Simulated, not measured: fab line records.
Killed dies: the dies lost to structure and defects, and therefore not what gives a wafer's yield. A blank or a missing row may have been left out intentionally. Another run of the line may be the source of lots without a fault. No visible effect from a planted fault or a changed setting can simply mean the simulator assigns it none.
What tool caused it? || flow nand-harc || 14 lots, 42 wafers sampled, at 4 steps of a route of 1302

## WHAT EACH GAUGE READ, for each wafer
The record lacks any reading of a measuring or inspecting step that a usual standard deviation could be used to judge.

## WHAT TOOL EACH LOT RAN ON (gives the tool, then ch and the chambers of the sampled wafers, and finally the start)
{"lot": "L669", "NHARC_P_GATE_STRIP_111": "plasma-asher-01 ch 0,1, day 5 20:25", "NHARC_P_GATE_DEVELOP_58": "litho-track-05 ch 0, day 5 21:00", "NHARC_P_GATE_STRIP_113": "plasma-asher-01 ch 0,1, day 5 23:56", "NHARC_P_GATE_RTA_64": "rtp-anneal-02 ch 0, day 6 01:04"}
{"lot": "L672", "NHARC_P_GATE_STRIP_111": "plasma-asher-01 ch 0,1, day 6 16:29", "NHARC_P_GATE_DEVELOP_58": "litho-track-02 ch 0, day 6 17:00", "NHARC_P_GATE_STRIP_113": "plasma-asher-01 ch 0,1, day 6 20:00", "NHARC_P_GATE_RTA_64": "rtp-anneal-01 ch 0, day 6 21:10"}
{"lot": "L673", "NHARC_P_GATE_STRIP_111": "plasma-asher-02 ch 0,1, day 7 06:39", "NHARC_P_GATE_DEVELOP_58": "litho-track-03 ch 0, day 7 07:00", "NHARC_P_GATE_STRIP_113": "plasma-asher-01 ch 0,1, day 7 09:56", "NHARC_P_GATE_RTA_64": "rtp-anneal-02 ch 0, day 7 11:14"}
{"lot": "L674", "NHARC_P_GATE_STRIP_111": "plasma-asher-01 ch 0,1, day 7 12:11", "NHARC_P_GATE_DEVELOP_58": "litho-track-05 ch 0, day 7 13:00", "NHARC_P_GATE_STRIP_113": "plasma-asher-02 ch 0,1, day 7 15:41", "NHARC_P_GATE_RTA_64": "rtp-anneal-01 ch 0, day 7 16:56"}
{"lot": "L678", "NHARC_P_GATE_STRIP_111": "plasma-asher-01 ch 0,1, day 9 09:12", "NHARC_P_GATE_DEVELOP_58": "litho-track-03 ch 0, day 9 10:00", "NHARC_P_GATE_STRIP_113": "plasma-asher-02 ch 0,1, day 9 12:38", "NHARC_P_GATE_RTA_64": "rtp-anneal-01 ch 0, day 9 13:52"}
{"lot": "L681", "NHARC_P_GATE_STRIP_111": "plasma-asher-02 ch 0,1, day 10 09:39", "NHARC_P_GATE_DEVELOP_58": "litho-track-03, day 10 10:00", "NHARC_P_GATE_STRIP_113": "plasma-asher-01 ch 0,1, day 10 13:04", "NHARC_P_GATE_RTA_64": "rtp-anneal-01 ch 0, day 10 14:13"}
{"lot": "L682", "NHARC_P_GATE_STRIP_111": "plasma-asher-01 ch 0,1, day 10 19:23", "NHARC_P_GATE_DEVELOP_58": "litho-track-03, day 10 20:00", "NHARC_P_GATE_STRIP_113": "plasma-asher-02 ch 0,1, day 10 22:58", "NHARC_P_GATE_RTA_64": "rtp-anneal-02 ch 0, day 10 23:58"}
{"lot": "L683", "NHARC_P_GATE_STRIP_111": "plasma-asher-02 ch 0,1, day 11 21:08", "NHARC_P_GATE_DEVELOP_58": "litho-track-03 ch 0, day 11 22:00", "NHARC_P_GATE_STRIP_113": "plasma-asher-02 ch 0,1, day 12 00:41", "NHARC_P_GATE_RTA_64": "rtp-anneal-01 ch 0, day 12 01:52"}
{"lot": "L684", "NHARC_P_GATE_STRIP_111": "plasma-asher-01 ch 1, day 12 05:23", "NHARC_P_GATE_DEVELOP_58": "litho-track-05 ch 0, day 12 06:00", "NHARC_P_GATE_STRIP_113": "plasma-asher-01 ch 0,1, day 12 08:58", "NHARC_P_GATE_RTA_64": "rtp-anneal-02 ch 0, day 12 10:08"}
{"lot": "L687", "NHARC_P_GATE_STRIP_111": "plasma-asher-02 ch 0,1, day 13 10:41", "NHARC_P_GATE_DEVELOP_58": "litho-track-03 ch 0, day 13 11:00", "NHARC_P_GATE_STRIP_113": "plasma-asher-02 ch 0,1, day 13 14:19", "NHARC_P_GATE_RTA_64": "rtp-anneal-02 ch 0, day 13 15:25"}
{"lot": "L689", "NHARC_P_GATE_STRIP_111": "plasma-asher-01 ch 0,1, day 13 17:23", "NHARC_P_GATE_DEVELOP_58": "litho-track-02 ch 0, day 13 18:00", "NHARC_P_GATE_STRIP_113": "plasma-asher-02 ch 0,1, day 13 20:53", "NHARC_P_GATE_RTA_64": "rtp-anneal-02 ch 0, day 13 22:09"}
{"lot": "L688", "NHARC_P_GATE_STRIP_111": "plasma-asher-01 ch 0,1, day 13 17:58", "NHARC_P_GATE_DEVELOP_58": "litho-track-03 ch 0, day 13 18:00", "NHARC_P_GATE_STRIP_113": "plasma-asher-01 ch 0,1, day 13 21:29", "NHARC_P_GATE_RTA_64": "rtp-anneal-01 ch 0, day 13 22:34"}
{"lot": "L690", "NHARC_P_GATE_STRIP_111": "plasma-asher-02 ch 0,1, day 14 05:00", "NHARC_P_GATE_DEVELOP_58": "litho-track-02 ch 0, day 14 06:00", "NHARC_P_GATE_STRIP_113": "plasma-asher-01 ch 0,1, day 14 08:27", "NHARC_P_GATE_RTA_64": "rtp-anneal-01 ch 0, day 14 09:45"}
{"lot": "L691", "NHARC_P_GATE_STRIP_111": "plasma-asher-02 ch 1, day 14 16:37", "NHARC_P_GATE_DEVELOP_58": "litho-track-02 ch 0, day 14 17:00", "NHARC_P_GATE_STRIP_113": "plasma-asher-01 ch 0,1, day 14 19:47", "NHARC_P_GATE_RTA_64": "rtp-anneal-01 ch 0, day 14 21:03"}
- NHARC_P_GATE_STRIP_111: strips in N2/H2, time 250 s.
- NHARC_P_GATE_DEVELOP_58: time 70 s.
- NHARC_P_GATE_STRIP_113: strips in N2/H2, time 740 s.
- NHARC_P_GATE_RTA_64: time 1 s.

## WHAT THE TOOLS THEMSELVES READ (means of the sampled wafers that have a number; where no wafer has one, the mark that the record gives instead)
NHARC_P_GATE_STRIP_111. Usual: drypump-motor-current-A 5.8 A, standard deviation 0.54; heater-power-w 88 W, standard deviation 6.8.
{"lot": "L669", "tool": "plasma-asher-01", "drypump-motor-current-A (A)": 6.2, "heater-power-w (W)": 87, "flag": ""}
{"lot": "L672", "tool": "plasma-asher-01", "drypump-motor-current-A (A)": 6.1, "heater-power-w (W)": 93, "flag": ""}
{"lot": "L673", "tool": "plasma-asher-02", "drypump-motor-current-A (A)": 5.0, "heater-power-w (W)": 91, "flag": ""}
{"lot": "L674", "tool": "plasma-asher-01", "drypump-motor-current-A (A)": 6.2, "heater-power-w (W)": 91, "flag": ""}
{"lot": "L678", "tool": "plasma-asher-01", "drypump-motor-current-A (A)": 6.2, "heater-power-w (W)": 85, "flag": ""}
{"lot": "L681", "tool": "plasma-asher-02", "drypump-motor-current-A (A)": 5.1, "heater-power-w (W)": 90, "flag": ""}
{"lot": "L682", "tool": "plasma-asher-01", "drypump-motor-current-A (A)": 6.2, "heater-power-w (W)": 86, "flag": ""}
{"lot": "L683", "tool": "plasma-asher-02", "drypump-motor-current-A (A)": 5.0, "heater-power-w (W)": 82, "flag": ""}
{"lot": "L684", "tool": "plasma-asher-01", "drypump-motor-current-A (A)": 6.3, "heater-power-w (W)": 81, "flag": ""}
{"lot": "L687", "tool": "plasma-asher-02", "drypump-motor-current-A (A)": 5.0, "heater-power-w (W)": 89, "flag": ""}
{"lot": "L689", "tool": "plasma-asher-01", "drypump-motor-current-A (A)": 6.1, "heater-power-w (W)": 90, "flag": ""}
{"lot": "L688", "tool": "plasma-asher-01", "drypump-motor-current-A (A)": 6.1, "heater-power-w (W)": 89, "flag": ""}
{"lot": "L690", "tool": "plasma-asher-02", "drypump-motor-current-A (A)": 5.0, "heater-power-w (W)": 84, "flag": ""}
{"lot": "L691", "tool": "plasma-asher-02", "drypump-motor-current-A (A)": 5.1, "heater-power-w (W)": 92, "flag": ""}

NHARC_P_GATE_DEVELOP_58. Usual: chill-plate-temp-C 23.01 C, standard deviation 0.1; exhaust-pa 45.2 Pa, standard deviation 0.82; resist-line-temp-C 23.01 C, standard deviation 0.1.
{"lot": "L669", "tool": "litho-track-05", "chill-plate-temp-C (C)": 23.04, "exhaust-pa (Pa)": 46.0, "resist-line-temp-C (C)": 22.91, "flag": ""}
{"lot": "L672", "tool": "litho-track-02", "chill-plate-temp-C (C)": 22.88, "exhaust-pa (Pa)": 45.1, "resist-line-temp-C (C)": 23.09, "flag": ""}
{"lot": "L673", "tool": "litho-track-03", "chill-plate-temp-C (C)": 22.98, "exhaust-pa (Pa)": 44.2, "resist-line-temp-C (C)": 22.98, "flag": ""}
{"lot": "L674", "tool": "litho-track-05", "chill-plate-temp-C (C)": 22.95, "exhaust-pa (Pa)": 45.2, "resist-line-temp-C (C)": 22.92, "flag": ""}
{"lot": "L678", "tool": "litho-track-03", "chill-plate-temp-C (C)": 23.11, "exhaust-pa (Pa)": 45.5, "resist-line-temp-C (C)": 23.04, "flag": ""}
{"lot": "L681", "tool": "litho-track-03", "chill-plate-temp-C (C)": "-", "exhaust-pa (Pa)": "-", "resist-line-temp-C (C)": "-", "flag": "OFF"}
{"lot": "L682", "tool": "litho-track-03", "chill-plate-temp-C (C)": "-", "exhaust-pa (Pa)": "-", "resist-line-temp-C (C)": "-", "flag": "OFF"}
{"lot": "L683", "tool": "litho-track-03", "chill-plate-temp-C (C)": 22.93, "exhaust-pa (Pa)": 44.9, "resist-line-temp-C (C)": 22.92, "flag": ""}
{"lot": "L684", "tool": "litho-track-05", "chill-plate-temp-C (C)": 22.94, "exhaust-pa (Pa)": 44.8, "resist-line-temp-C (C)": 23.08, "flag": ""}
{"lot": "L687", "tool": "litho-track-03", "chill-plate-temp-C (C)": 22.97, "exhaust-pa (Pa)": 45.2, "resist-line-temp-C (C)": 23.11, "flag": ""}
{"lot": "L689", "tool": "litho-track-02", "chill-plate-temp-C (C)": 23.01, "exhaust-pa (Pa)": 44.6, "resist-line-temp-C (C)": 22.99, "flag": ""}
{"lot": "L688", "tool": "litho-track-03", "chill-plate-temp-C (C)": 23.03, "exhaust-pa (Pa)": 45.1, "resist-line-temp-C (C)": 23.20, "flag": ""}
{"lot": "L690", "tool": "litho-track-02", "chill-plate-temp-C (C)": 22.91, "exhaust-pa (Pa)": 44.6, "resist-line-temp-C (C)": 22.97, "flag": ""}
{"lot": "L691", "tool": "litho-track-02", "chill-plate-temp-C (C)": 23.01, "exhaust-pa (Pa)": 44.4, "resist-line-temp-C (C)": 23.02, "flag": ""}

NHARC_P_GATE_STRIP_113. Usual: drypump-motor-current-A 5.6 A, standard deviation 0.57; heater-power-w 88 W, standard deviation 6.4.
{"lot": "L669", "tool": "plasma-asher-01", "drypump-motor-current-A (A)": 6.2, "heater-power-w (W)": 87, "flag": ""}
{"lot": "L672", "tool": "plasma-asher-01", "drypump-motor-current-A (A)": 6.1, "heater-power-w (W)": 87, "flag": ""}
{"lot": "L673", "tool": "plasma-asher-01", "drypump-motor-current-A (A)": 6.2, "heater-power-w (W)": 87, "flag": ""}
{"lot": "L674", "tool": "plasma-asher-02", "drypump-motor-current-A (A)": 5.0, "heater-power-w (W)": 90, "flag": ""}
{"lot": "L678", "tool": "plasma-asher-02", "drypump-motor-current-A (A)": 5.0, "heater-power-w (W)": 90, "flag": ""}
{"lot": "L681", "tool": "plasma-asher-01", "drypump-motor-current-A (A)": 6.1, "heater-power-w (W)": 89, "flag": ""}
{"lot": "L682", "tool": "plasma-asher-02", "drypump-motor-current-A (A)": 5.0, "heater-power-w (W)": 87, "flag": ""}
{"lot": "L683", "tool": "plasma-asher-02", "drypump-motor-current-A (A)": 5.0, "heater-power-w (W)": 87, "flag": ""}
{"lot": "L684", "tool": "plasma-asher-01", "drypump-motor-current-A (A)": 6.2, "heater-power-w (W)": 84, "flag": ""}
{"lot": "L687", "tool": "plasma-asher-02", "drypump-motor-current-A (A)": 5.1, "heater-power-w (W)": 87, "flag": ""}
{"lot": "L689", "tool": "plasma-asher-02", "drypump-motor-current-A (A)": 5.0, "heater-power-w (W)": 82, "flag": ""}
{"lot": "L688", "tool": "plasma-asher-01", "drypump-motor-current-A (A)": 6.2, "heater-power-w (W)": 85, "flag": ""}
{"lot": "L690", "tool": "plasma-asher-01", "drypump-motor-current-A (A)": 6.1, "heater-power-w (W)": 90, "flag": ""}
{"lot": "L691", "tool": "plasma-asher-01", "drypump-motor-current-A (A)": 6.2, "heater-power-w (W)": 85, "flag": ""}

NHARC_P_GATE_RTA_64. Usual: anneal-temp-c-max 1056.8, standard deviation 2.7; lamp-power-pct 34 %, standard deviation 3.3; lamp_zone_2_pct 34 %, standard deviation 3.3; lamp_zone_7_pct 34 %, standard deviation 3.4; wafer_temp_C_max 1055.9, standard deviation 1.2.
{"lot": "L669", "tool": "rtp-anneal-02", "anneal-temp-c-max": 1054.2, "lamp-power-pct (%)": 30, "lamp_zone_2_pct (%)": 30, "lamp_zone_7_pct (%)": 30, "wafer_temp_C_max": 1056.3, "flag": ""}
{"lot": "L672", "tool": "rtp-anneal-01", "anneal-temp-c-max": 1059.7, "lamp-power-pct (%)": 37, "lamp_zone_2_pct (%)": 37, "lamp_zone_7_pct (%)": 37, "wafer_temp_C_max": 1055.4, "flag": ""}
{"lot": "L673", "tool": "rtp-anneal-02", "anneal-temp-c-max": 1055.2, "lamp-power-pct (%)": 30, "lamp_zone_2_pct (%)": 30, "lamp_zone_7_pct (%)": 30, "wafer_temp_C_max": 1056.9, "flag": ""}
{"lot": "L674", "tool": "rtp-anneal-01", "anneal-temp-c-max": 1058.5, "lamp-power-pct (%)": 37, "lamp_zone_2_pct (%)": 37, "lamp_zone_7_pct (%)": 37, "wafer_temp_C_max": 1055.1, "flag": ""}
{"lot": "L678", "tool": "rtp-anneal-01", "anneal-temp-c-max": 1058.8, "lamp-power-pct (%)": 37, "lamp_zone_2_pct (%)": 37, "lamp_zone_7_pct (%)": 37, "wafer_temp_C_max": 1055.7, "flag": ""}
{"lot": "L681", "tool": "rtp-anneal-01", "anneal-temp-c-max": 1057.8, "lamp-power-pct (%)": 37, "lamp_zone_2_pct (%)": 37, "lamp_zone_7_pct (%)": 37, "wafer_temp_C_max": 1055.1, "flag": ""}
{"lot": "L682", "tool": "rtp-anneal-02", "anneal-temp-c-max": 1053.9, "lamp-power-pct (%)": 30, "lamp_zone_2_pct (%)": 30, "lamp_zone_7_pct (%)": 30, "wafer_temp_C_max": 1057.0, "flag": ""}
{"lot": "L683", "tool": "rtp-anneal-01", "anneal-temp-c-max": 1058.0, "lamp-power-pct (%)": 37, "lamp_zone_2_pct (%)": 37, "lamp_zone_7_pct (%)": 37, "wafer_temp_C_max": 1055.6, "flag": ""}
{"lot": "L684", "tool": "rtp-anneal-02", "anneal-temp-c-max": 1054.4, "lamp-power-pct (%)": 30, "lamp_zone_2_pct (%)": 30, "lamp_zone_7_pct (%)": 30, "wafer_temp_C_max": 1056.1, "flag": ""}
{"lot": "L687", "tool": "rtp-anneal-02", "anneal-temp-c-max": 1053.7, "lamp-power-pct (%)": 30, "lamp_zone_2_pct (%)": 30, "lamp_zone_7_pct (%)": 30, "wafer_temp_C_max": 1055.4, "flag": ""}
{"lot": "L689", "tool": "rtp-anneal-02", "anneal-temp-c-max": 1053.3, "lamp-power-pct (%)": 30, "lamp_zone_2_pct (%)": 30, "lamp_zone_7_pct (%)": 30, "wafer_temp_C_max": 1055.8, "flag": ""}
{"lot": "L688", "tool": "rtp-anneal-01", "anneal-temp-c-max": 1059.6, "lamp-power-pct (%)": 37, "lamp_zone_2_pct (%)": 37, "lamp_zone_7_pct (%)": 37, "wafer_temp_C_max": 1055.2, "flag": ""}
{"lot": "L690", "tool": "rtp-anneal-01", "anneal-temp-c-max": 1059.2, "lamp-power-pct (%)": 37, "lamp_zone_2_pct (%)": 37, "lamp_zone_7_pct (%)": 37, "wafer_temp_C_max": 1055.6, "flag": ""}
{"lot": "L691", "tool": "rtp-anneal-01", "anneal-temp-c-max": 1060.6, "lamp-power-pct (%)": 37, "lamp_zone_2_pct (%)": 37, "lamp_zone_7_pct (%)": 37, "wafer_temp_C_max": 1054.9, "flag": ""}

## THE ANSWER, worked out from the rows above alone
Rule: take the mean of a lot's wafers that have a number; if it is more than 3 standard deviations from the usual mean, the lot is off. A lot without any number at a reading at which 4 lots or more have one is off too. All remaining lots with rows at the step are treated as sound. First the gauges in route order, then the tools' own readings, where a lot's mean is used as printed above. At the first step where some lot is off, the reading lying furthest off is the one used; lots without a number count as furthest.
Off: L681, L682 (NHARC_P_GATE_DEVELOP_58, chill-plate-temp-C). Without a number there: L681, L682.
A tool fits if, at that step or a process step before it, it ran every lot that is off, and no sound lot after the first of them. Of those tried, none fits.

## WHAT HAD BEEN PUT IN BY THE SIMULATOR
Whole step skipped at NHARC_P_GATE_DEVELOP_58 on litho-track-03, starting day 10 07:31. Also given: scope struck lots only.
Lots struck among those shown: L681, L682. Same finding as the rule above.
